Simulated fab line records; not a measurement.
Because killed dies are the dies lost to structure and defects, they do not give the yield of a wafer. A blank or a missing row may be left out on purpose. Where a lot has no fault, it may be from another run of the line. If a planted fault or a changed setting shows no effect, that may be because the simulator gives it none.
fab line records | flow nandHarc
[record] lots = 6 wafers = 18 lastDay = 26
route steps=1159 shown A_STAIRCASE@603 END@1159
lots with no fault: from the same line, run without faults
startH: hours from the record's first day to the start of the lot's first wafer shown | waitH: time in hours since the lot's previous step | " as in the row above | L1.1+2: a single row standing in for several wafers | - no value, or no start given | * or withheld: withheld | < > ~ a bound
route shown NAME@n: a module of which the file shows steps, and the number in the route of the first | usual: mean and standard deviation over wafers with no fault | same: alike in all rows | chamber/n: place in a boat | sites: the reading at each site | _std_site: how widely they spread, as a standard deviation | _edge_site: mean of outer sites minus mean of inner sites | radiusMm: how far each site lies from the wafer's centre | mask NAME#n: copy n | behind: the last tool/chamber to shape the wafer | hold: the reason the lot was held/the length of the hold in hours/how it ended | device: transistor that didn't switch, given as n, p or np | end of line: tests of these same wafers at the route's end | a step given without rows: its recipe and nothing more | killed: the dies lost at the first sort to structure and to defects; this is not the yield of the wafer | map: shows each die of a wafer: x if killed, . if not, _ if none is there
set.NAME: the run value of the setting; set.NAME@STEP: its run value at that earlier step | model.NAME: the simulator's own value behind a step, which no gauge read
a table for each step, a row for each wafer; lots at some steps of the route
services: a tool's chamber out of use, with start hour (startH, from the record's first day; less than 0 if before it), hours out, and reason
[[steps]]
[step NHARC_A_STAIRCASE_DEHYDRATE_209]
[recipe] tempC = 150 timeS = 120
[step NHARC_A_STAIRCASE_HMDS_210]
[recipe] timeS = 30
[step NHARC_A_STAIRCASE_COAT_211]
[recipe] spinRpm = 1200
[step NHARC_A_STAIRCASE_SOFTBAKE_212]
[recipe] tempC = 135 timeS = 170
[step NHARC_A_STAIRCASE_EBR_213]
[step NHARC_A_STAIRCASE_EXPOSE_214]
[recipe] na = 0.5 doseMj = 31.26 maskId = STAIR_3
[step NHARC_A_STAIRCASE_PEB_215]
[recipe] pebTempC = 115 pebTimeS = 130
[step NHARC_A_STAIRCASE_DEVELOP_216]
[recipe] timeS = 140
[step NHARC_A_STAIRCASE_HARDBAKE_218]
[recipe] tempC = 120 timeS = 140
[step NHARC_A_STAIRCASE_DESCUM_219]
[recipe] timeS = 3 o2FlowSccm = 200 arFlowSccm = 0 biasPowerW = 0 chemistry = O2
[usual] chamberPressureMTorr = 60.00/0.057 drypumpMotorCurrentA = 5.7/0.35 oesProductAu = 1.005/0.0089 rfVppV = 57.7/0.85 showerheadPlenumPTorr = 1.88/0.083 throttleValvePct = 11.312/0.0079
// columns lot.wafer tool chamber startH waitH chamberPressureMTorr drypumpMotorCurrentA oesProductAu rfHoursCounterH rfVppV showerheadPlenumPTorr throttleValvePct
L989.2 rieDiel-13 2 268.06 - 59.95 5.7 0.996 60 58.5 1.80 11.321
L989.3 " 3 " " 59.96 6.6 0.993 61 56.1 1.76 11.305
L989.1 " 1 " " 60.05 5.3 0.990 59 57.7 1.87 11.305
L991.1 rieDiel-11 2 290.54 - 59.94 5.8 1.019 36 58.3 1.87 11.309
L991.5 " 2 " " 59.97 5.8 1.014 - 57.4 1.87 11.308
L991.6 " 3 " " 59.98 5.8 1.008 - 57.4 1.87 11.321
L994.4 rieDiel-11 1 300.43 - 60.08 5.7 1.000 38 59.6 1.93 11.315
L994.2 " 3 " " 59.97 5.7 1.004 40 58.4 1.87 11.305
L994.6 " 1 " " 60.04 5.7 0.998 - 57.4 1.93 11.310
L999.4 rieDiel-13 1 339.29 - 59.90 5.4 1.007 19 57.1 1.86 11.309
L999.1 " 2 " " 60.07 5.7 1.008 18 55.6 1.79 11.318
L999.5 " 2 " " 59.96 5.7 1.008 - 57.1 1.79 11.322
L101.2 rieDiel-11 3 350.19 - 59.97 5.8 1.000 55 56.2 1.86 11.305
L101.5 " 0 " " 59.97 5.5 1.017 - 56.9 1.79 11.310
L101.6 " 1 " " 59.97 5.7 1.011 - 58.9 1.93 11.294
L103.4 rieDiel-11 2 365.45 - 60.04 5.8 1.013 63 57.4 1.86 11.308
L103.3 " 3 " " 59.94 5.7 1.018 64 59.4 1.86 11.320
L103.6 " 1 " " 59.99 5.7 1.012 - 57.7 1.93 11.323
[step NHARC_A_STAIRCASE_TRIM_220]
[recipe] timeS = 211.2 o2FlowSccm = 500 arFlowSccm = 0 biasW = 0 chemistry = O2
[usual] chamberPressureMTorr = 59.99/0.058 drypumpMotorCurrentA = 5.7/0.37 oesProductAu = 1.003/0.0077 rfVppV = 57.9/0.77 showerheadPlenumPTorr = 3.48/0.15 throttleValvePct = 17.037/0.0089
// columns lot.wafer tool chamber startH waitH chamberPressureMTorr drypumpMotorCurrentA oesProductAu rfHoursCounterH rfVppV showerheadPlenumPTorr throttleValvePct
L989.3 rieDiel-13 1 268.15 0.1 59.90 5.4 0.984 59 57.8 3.45 17.024
L989.1 " 2 " " 59.96 5.7 1.002 60 58.7 3.33 17.039
L989.2 " 0 " " 60.01 5.4 0.991 58 57.2 3.59 17.037
L991.1 rieDiel-11 2 290.63 0.1 60.03 5.8 1.002 36 58.0 3.46 17.045
L991.6 " 2 " " 59.98 5.8 1.001 - 58.4 3.46 17.040
L991.5 " 3 " " 60.14 5.7 1.000 - 56.5 3.45 17.032
L994.4 rieDiel-11 2 300.51 0.1 59.98 5.8 1.002 40 57.5 3.46 17.040
L994.2 " 0 " " 60.02 5.5 1.015 41 57.7 3.32 17.032
L994.6 " 3 " " 59.91 5.8 1.013 - 58.2 3.45 17.036
L999.4 rieDiel-13 2 339.37 0.1 60.02 5.7 1.015 18 57.4 3.32 17.039
L999.1 " 0 " " 60.05 5.4 1.009 17 57.0 3.58 17.033
L999.5 " 2 " " 60.08 5.7 1.010 - 57.6 3.32 17.036
L101.2 rieDiel-11 0 350.33 0.1 59.96 5.5 1.016 55 58.1 3.31 17.027
L101.6 " 2 " " 60.01 5.8 1.006 - 57.5 3.45 17.030
L101.5 " 3 " " 59.97 5.7 0.999 - 58.3 3.44 17.054
L103.3 rieDiel-11 3 365.67 0.2 60.05 5.8 0.993 64 56.8 3.44 17.041
L103.4 " 0 " " 60.03 5.5 1.005 63 56.6 3.31 17.021
L103.6 " 1 " " 59.89 5.7 1.011 - 57.5 3.55 17.046
[step NHARC_A_STAIRCASE_ETCH_221]
[recipe] targetDepthA = 1000 timeS = 40.5 ionEnergyEv = 400 c4f8FlowSccm = 20 o2FlowSccm = 10 arFlowSccm = withheld rfW = 600 biasW = 1000 chemistry = C4F8/O2
[usual] chamberPressureMTorr = 24.998/0.025 oesProductAu = 0.938/0.013 rfVppV = 894/5.1
// columns lot.wafer tool chamber startH waitH chamberPressureMTorr oesProductAu rfHoursCounterH rfVppV
L989.2 rieDiel-13 2 268.30 - 25.029 0.928 60 889
L989.1 " 0 " " 24.993 0.941 58 899
L989.3 " 1 " " 24.990 0.936 59 894
L991.1 rieDiel-11 3 290.80 - 25.026 1.089 36 893
L991.6 " 0 " " 25.009 1.101 - 889
L991.5 " 1 " " 24.918 0.948 - 897
L994.4 rieDiel-11 1 300.67 - 24.962 0.942 38 898
L994.2 " 3 " " 24.996 0.928 40 891
L994.6 " 0 " " 25.017 1.081 - 889
L999.4 rieDiel-13 2 339.53 - 24.962 0.937 18 889
L999.1 " 0 " " 24.992 0.930 18 898
L999.5 " 3 " " 24.974 0.917 - 906
L101.2 rieDiel-11 1 350.46 - 24.992 0.933 52 896
L101.6 " 3 " " 25.029 0.925 - 892
L101.5 " 0 " " 24.998 0.930 - 888
L103.4 rieDiel-11 2 365.80 - 24.989 0.960 63 894
L103.3 " 0 " " 25.010 0.950 63 888
L103.6 " 3 " " 25.037 0.942 - 892
[step NHARC_A_STAIRCASE_TRIM_222]
[recipe] timeS = 211.2 o2FlowSccm = 500 arFlowSccm = 0 biasW = 0 chemistry = O2
[usual] chamberPressureMTorr = 60.01/0.051 drypumpMotorCurrentA = 5.7/0.34 oesProductAu = 1.003/0.0083 rfVppV = 57.6/0.82 showerheadPlenumPTorr = 3.47/0.14 throttleValvePct = 17.037/0.0085
// columns lot.wafer tool chamber startH waitH chamberPressureMTorr drypumpMotorCurrentA oesProductAu rfHoursCounterH rfVppV showerheadPlenumPTorr throttleValvePct
L989.3 rieDiel-13 1 - - 59.91 5.3 0.981 59 55.8 3.45 17.036
L989.2 " 2 " " 60.08 5.7 0.995 60 56.8 3.33 17.033
L989.1 " 3 " " 59.96 6.5 0.984 61 58.0 3.27 17.041
L991.1 rieDiel-11 1 - - 60.00 5.7 1.008 34 57.0 3.57 17.028
L991.5 " 0 " " 59.95 5.5 1.008 - 58.9 3.32 17.038
L991.6 " 1 " " 60.05 5.7 1.003 - 57.8 3.57 17.029
L994.4 rieDiel-11 1 - - 60.04 5.7 1.004 38 57.4 3.56 17.053
L994.2 " 2 " " 59.95 5.8 1.008 40 57.0 3.46 17.033
L994.6 " 0 " " 60.01 5.5 1.006 - 57.1 3.32 17.042
L999.1 rieDiel-13 3 - - 60.05 6.5 0.995 17 58.2 3.80 17.030
L999.4 " 0 " " 60.05 5.5 1.009 18 57.7 3.58 17.025
L999.5 " 2 " " 60.06 5.7 1.007 - 57.6 3.32 17.028
L101.2 rieDiel-11 3 - - 60.02 5.8 1.015 55 57.3 3.44 17.022
L101.6 " 2 " " 59.95 5.8 1.005 - 58.0 3.45 17.018
L101.5 " 3 " " 59.91 5.8 1.004 - 56.8 3.44 17.038
L103.4 rieDiel-11 1 - - 60.05 5.7 1.007 60 58.9 3.55 17.028
L103.3 " 3 " " 60.00 5.8 1.006 64 58.1 3.44 17.031
L103.6 " 2 " " 60.01 5.8 1.017 - 57.5 3.44 17.038
[step NHARC_END_SORT_01]
[recipe] tempC = 25
[usual] killedAtArray = 28/11 killedAtOther = 0.9/1.2 killedAtPeriphery = 2.6/2.1 killedDies = 31/11 killedOpen = 3.1/1.7 killedShort = 1.9/1.3
[same] grossDies = 677
// columns lot.wafer tool chamber startH waitH hold killedAtArray killedAtOther killedAtPeriphery killedDies killedOpen killedShort
L989.1 prober-01 0 501.30 2.6 - 27 0 5 32 1 4
L989.2 prober-01 0 502.10 2.8 - 25 0 2 27 1 5
L989.3 prober-01 0 502.90 3.1 - 19 1 1 21 3 2
L994.2 prober-02 0 565.41 2.8 awaitDispo/9.0h/release 38 0 4 42 5 3
L994.4 prober-02 0 567.00 3.4 awaitDispo/9.0h/release 37 0 0 37 6 1
L994.6 prober-02 0 568.59 4.0 awaitDispo/9.0h/release 350 1 1 352 2 2
L991.1 prober-02 0 586.33 2.5 awaitDispo/3.2h/release 279 3 1 283 4 3
L991.5 prober-02 0 589.55 3.7 awaitDispo/3.2h/release 16 1 0 17 4 2
L991.6 prober-02 0 590.36 4.0 awaitDispo/3.2h/release 333 2 3 338 4 2
L999.1 prober-02 0 598.41 2.5 - 14 1 3 18 2 1
L999.4 prober-02 0 600.79 3.4 - 30 0 2 32 4 2
L999.5 prober-02 0 601.58 3.7 - 19 4 3 26 3 2
L101.2 prober-02 0 606.89 2.7 - 42 0 1 43 7 1
L101.5 prober-02 0 609.29 3.7 - 35 0 5 40 1 1
L101.6 prober-02 0 610.09 4.0 - 39 0 1 40 3 3
L103.3 prober-02 0 631.05 3.1 - 45 0 3 48 5 1
L103.4 prober-02 0 631.85 3.4 - 65 0 2 67 2 2
L103.6 prober-02 0 633.45 4.0 - 57 1 2 60 4 3
// killed by level:class
L989.1 A_SLIT:chamberFilmFlake=8 A_STAIRCASE:chamberFilmFlake=7 P_CONTACT:chamberFilmFlake=3 A_ZERO_WELL:chamberFilmFlake=3 A_CHANNEL_HOLE_D1:chamberFilmFlake=2 A_CONTACT:chamberFilmFlake=2 P_M2:geometricParticle:short=1 A_SOURCE_PLATE:geometricParticle:open=1
L989.2 A_SLIT:chamberFilmFlake=9 A_STAIRCASE:chamberFilmFlake=4 A_ZERO_WELL:chamberFilmFlake=3 A_CONTACT:chamberFilmFlake=3 A_ONON_D1:geometricParticle:short=2 A_M1:geometricParticle:short=2 P_CONTACT:geometricParticle:open=1 A_WL_FILL:geometricParticle:short=1
L989.3 A_SLIT:chamberFilmFlake=7 A_CHANNEL_FILL_D1:geometricParticle:short=2 A_CHANNEL_FILL_D1:geometricParticle:open=2 A_ZERO_WELL:chamberFilmFlake=2 A_STAIRCASE:chamberFilmFlake=2 A_ONON_D1:geometricParticle:open=1 P_CONTACT:chamberFilmFlake=1 A_CHANNEL_HOLE_D1:chamberFilmFlake=1
L994.2 A_CHANNEL_HOLE_D1:chamberFilmFlake=17 A_CONTACT:chamberFilmFlake=7 A_M0:chamberFilmFlake=6 A_STAIRCASE:chamberFilmFlake=2 P_CONTACT:geometricParticle:open=1 P_CONTACT:geometricParticle:short=1 P_M0:geometricParticle:open=1 A_ONON_D1:geometricParticle:short=1
L994.4 A_CHANNEL_HOLE_D1:chamberFilmFlake=20 A_CONTACT:chamberFilmFlake=9 A_CONTACT:geometricParticle:open=3 A_ONON_D1:geometricParticle:open=1 A_CHANNEL_FILL_D1:geometricParticle:short=1 A_WL_FILL:geometricParticle:open=1 A_M0:geometricParticle:open=1 A_WL_FILL:chamberFilmFlake=1
L994.6 A_STAIRCASE:areaEtch=319 A_CHANNEL_HOLE_D1:chamberFilmFlake=20 A_CONTACT:chamberFilmFlake=6 A_SGD_CUT:geometricParticle:short=2 A_STAIRCASE:chamberFilmFlake=2 P_CONTACT:geometricParticle:open=1 A_M0:geometricParticle:open=1 THIN_TSV:chamberFilmFlake=1
L991.1 A_STAIRCASE:areaEtch=269 THIN_TSV:chamberFilmFlake=3 A_M0:geometricParticle:open=2 P_M0:geometricParticle:open=1 A_ONON_D1:geometricParticle:open=1 A_SGD_CUT:geometricParticle:short=1 A_WL_FILL:geometricParticle:short=1 A_CONTACT:geometricParticle:short=1
L991.5 A_CHANNEL_HOLE_D1:chamberFilmFlake=4 A_CONTACT:chamberFilmFlake=3 A_M0:geometricParticle:open=2 A_M0:chamberFilmFlake=2 A_CHANNEL_HOLE_D1:geometricParticle:short=1 A_CHANNEL_HOLE_D1:geometricParticle:open=1 A_CONTACT:geometricParticle:open=1 A_M0:geometricParticle:short=1
L991.6 A_STAIRCASE:areaEtch=319 A_CHANNEL_HOLE_D1:chamberFilmFlake=7 THIN_TSV:chamberFilmFlake=2 P_M1:geometricParticle:open=1 A_ONON_D1:geometricParticle:short=1 A_CONTACT:geometricParticle:open=1 A_M0:geometricParticle:open=1 A_M0:geometricParticle:short=1
L999.1 A_SLIT:chamberFilmFlake=5 A_CONTACT:chamberFilmFlake=5 P_CONTACT:geometricParticle:open=2 A_CHANNEL_HOLE_D1:chamberFilmFlake=2 A_WL_FILL:geometricParticle:short=1 P_BONDPAD:chamberFilmFlake=1 A_M0:chamberFilmFlake=1 THIN_TSV:chamberFilmFlake=1
L999.4 A_SLIT:chamberFilmFlake=14 A_CHANNEL_HOLE_D1:chamberFilmFlake=6 A_CONTACT:chamberFilmFlake=5 A_SGD_CUT:geometricParticle:open=2 P_M0:geometricParticle:short=1 P_M1:geometricParticle:open=1 A_CONTACT:geometricParticle:open=1 A_M0:geometricParticle:short=1
L999.5 A_SLIT:chamberFilmFlake=9 A_CONTACT:chamberFilmFlake=5 THIN_TSV:chamberFilmFlake=4 P_CONTACT:geometricParticle:open=2 A_CHANNEL_FILL_D1:geometricParticle:short=2 A_CHANNEL_HOLE_D1:chamberFilmFlake=2 A_CONTACT:geometricParticle:open=1 P_ZERO_WELL:chamberFilmFlake=1
L101.2 A_CHANNEL_HOLE_D1:chamberFilmFlake=18 A_SLIT:chamberFilmFlake=8 A_CONTACT:chamberFilmFlake=4 A_ONON_D1:geometricParticle:open=3 A_STAIRCASE:chamberFilmFlake=3 A_CHANNEL_HOLE_D1:geometricParticle:open=1 A_CHANNEL_FILL_D1:geometricParticle:short=1 A_CHANNEL_FILL_D1:geometricParticle:open=1
L101.5 A_CHANNEL_HOLE_D1:chamberFilmFlake=17 A_SLIT:chamberFilmFlake=9 A_CONTACT:chamberFilmFlake=7 P_M2:chamberFilmFlake=2 P_CONTACT:geometricParticle:short=1 A_CHANNEL_FILL_D1:geometricParticle:open=1 P_ZERO_WELL:chamberFilmFlake=1 P_STI:chamberFilmFlake=1
L101.6 A_CHANNEL_HOLE_D1:chamberFilmFlake=18 A_SLIT:chamberFilmFlake=12 A_CHANNEL_FILL_D1:geometricParticle:short=3 A_CONTACT:chamberFilmFlake=2 A_ONON_D1:geometricParticle:open=1 A_CONTACT:geometricParticle:open=1 A_M0:geometricParticle:open=1 P_M2:chamberFilmFlake=1
L103.3 A_CHANNEL_HOLE_D1:chamberFilmFlake=18 A_SLIT:chamberFilmFlake=11 A_CONTACT:chamberFilmFlake=7 A_ZERO_WELL:chamberFilmFlake=3 A_STAIRCASE:chamberFilmFlake=2 P_M0:geometricParticle:open=1 P_M1:geometricParticle:open=1 A_ONON_D1:geometricParticle:open=1
L103.4 A_CHANNEL_HOLE_D1:chamberFilmFlake=25 A_SLIT:chamberFilmFlake=22 A_CONTACT:chamberFilmFlake=7 A_STAIRCASE:chamberFilmFlake=5 A_ZERO_WELL:chamberFilmFlake=4 P_GATE:geometricParticle:open=1 P_M2:geometricParticle:open=1 A_WL_FILL:geometricParticle:short=1
L103.6 A_CHANNEL_HOLE_D1:chamberFilmFlake=19 A_SLIT:chamberFilmFlake=19 A_CONTACT:chamberFilmFlake=9 A_STAIRCASE:chamberFilmFlake=3 P_M1:geometricParticle:short=1 A_SOURCE_PLATE:geometricParticle:open=1 A_STAIRCASE:geometricParticle:open=1 A_SLIT:geometricParticle:short=1
// map L991.6 (x killed, . not)
____________.____________
_________......._________
_______..........._______
______.............______
_____...x..........._____
____.....x...xx.x....____
____....xxx..x.......____
___..x..xx..x...x.x...___
___....x..x.xxx..x...x___
__.x......xxxxxxxx.x...__
__x.xxx.xxxxxxxxxxx...x__
_...xx.x.xxxx.xxx.x....._
_..x.xxxxxxxxxxxxxx....._
_....x.xx.x.xxxxxxx.x..._
_....xxx.xxxxxxx.x.xx..._
_.x.x.xx.xxxxxxxxxx.x.x._
....xxxxxxxxxxxxxxx..xx..
..x..xxxxxxx.xxxxx.xx..x.
.x...xx.xxxxx..xxxxxx....
...xxxxxxxxxxxxxxx.x.xx..
..xx..xxxxxxxxxxxxxxx....
_...xxxxxxxx.xxxxx.xxx.._
_...xxxxxxxxxxxxxxxx...._
_..x..xxxxxxx..xx.xxx.x._
_.x.xxx.xxxxxxxxxxx....._
_x..xxxxxxx..xxxxxx.x..._
__..x.xxxxxx..xxxx.xx..__
__.x.xxxxxxxxxxxxx.....__
___x..xxxx.xx.xxxxx..x___
___...xxxxxxx.xx......___
____..x....xx.xx.....____
____...xxx..x.x.xx...____
_____.........xx...._____
______....x...x....______
_______..........._______
_________......._________
____________.____________
// map L994.6 (x killed, . not)
____________.____________
_________......._________
_______..........._______
______...x.........______
_____.x..xx.....x..._____
____....xxx..x.x.....____
____..x.x...xx.......____
___x...xxxxxx.x.......___
___...xxx.x.xxx.......___
__..xx.xx.xxxxxx.x.x...__
__...xxxxxx.xxxxx.x....__
_.....xxxxxxxxxxxx......_
_...x..x.x.xxxxxxxxx...._
_...xxxxxxxxxx.xx.xx...._
_...xx..xxxxxxxxx.xx.x.._
_...xxxxxxxxxxxxxxx....._
....xxxx.xxxxxxxxxxx.....
..xxxxxxxxxxxxxxxxxxx....
...xxxx.xxxxxxxxxxxxx....
...xxxxxxxxxxx.xxxxxx....
.xxxxx.xxxxxxxxxxxxxx....
_..xxxxxxxxxxxxxxxx....._
_...xxxxxxxxxxxxxx.x...._
_...xxxxxxxxxxxxxxx....._
_...xxxxxxxxxxxxxx.x...._
_....xxxxxxxxxxxxxxx...._
__....xxxxxxxxxxxx.....__
__.....xxxxxx.xx.....x.__
___..xxxxxx.x..xxx....___
___...xxxxxxxxxxx.....___
____....x.xxxx.xx....____
____..x..xxxx..x..x..____
_____....x.xxx...x.._____
______....x.x..xxx.______
_______...x.x...x._______
_________......._________
____________.____________
[[services]]
// columns tool chamber startH hours kind
rieDiel-11 0 247.74 - clean
rieDiel-11 1 247.74 - clean
rieDiel-11 2 247.74 - clean
rieDiel-11 3 247.74 - clean
rieDiel-13 0 255.74 - clean
rieDiel-13 1 255.74 - clean
rieDiel-13 2 255.74 - clean
rieDiel-11 0 272.33 - clean
rieDiel-11 1 272.33 - clean
rieDiel-11 2 272.33 - clean
rieDiel-11 3 272.33 - clean
rieDiel-13 - 276.20 9.0 pm
rieDiel-11 0 296.83 - clean
rieDiel-11 1 296.83 - clean
rieDiel-11 2 296.83 - clean
rieDiel-11 3 296.83 - clean
rieDiel-11 0 322.59 - clean
rieDiel-11 1 322.59 - clean
rieDiel-11 2 322.59 - clean
rieDiel-11 3 322.59 - clean
rieDiel-11 0 347.09 - clean
rieDiel-11 1 347.09 - clean
rieDiel-11 2 347.09 - clean
rieDiel-11 3 347.09 - clean
[[key]]
[firstSign] step = NHARC_A_STAIRCASE_ETCH_221 reading = oesProductAu direction = up sigmas = 11 usual = 0.938 struck = 1.091
[effect] step = NHARC_END_SORT_01 reading = killedAtArray direction = up sigmas = 27 usual = 28 struck = 321
[moreKillsBornAt] NHARC_A_STAIRCASE_ETCH_221@rieDiel-11 = 907
metAt NHARC_A_STAIRCASE_ETCH_221
struckWafers L991.1,L991.6,L994.6
testerLeftOut L991,L994
[fault] kind = processParameterDrift tool = rieDiel-11 chamber = - onsetH = 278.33 steps = NHARC_A_STAIRCASE_ETCH_221 channel = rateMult offset = 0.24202 shape = step endH = 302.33 scope = struckWafersOnly
// testerLeftOut: of these lots the tester's yield and bins aren't shown, on N5 and GAA mostly nor the transistor test; their killed dies are dies lost to structure and defects alone, not to doping, threshold or leakage, so they don't give the yield
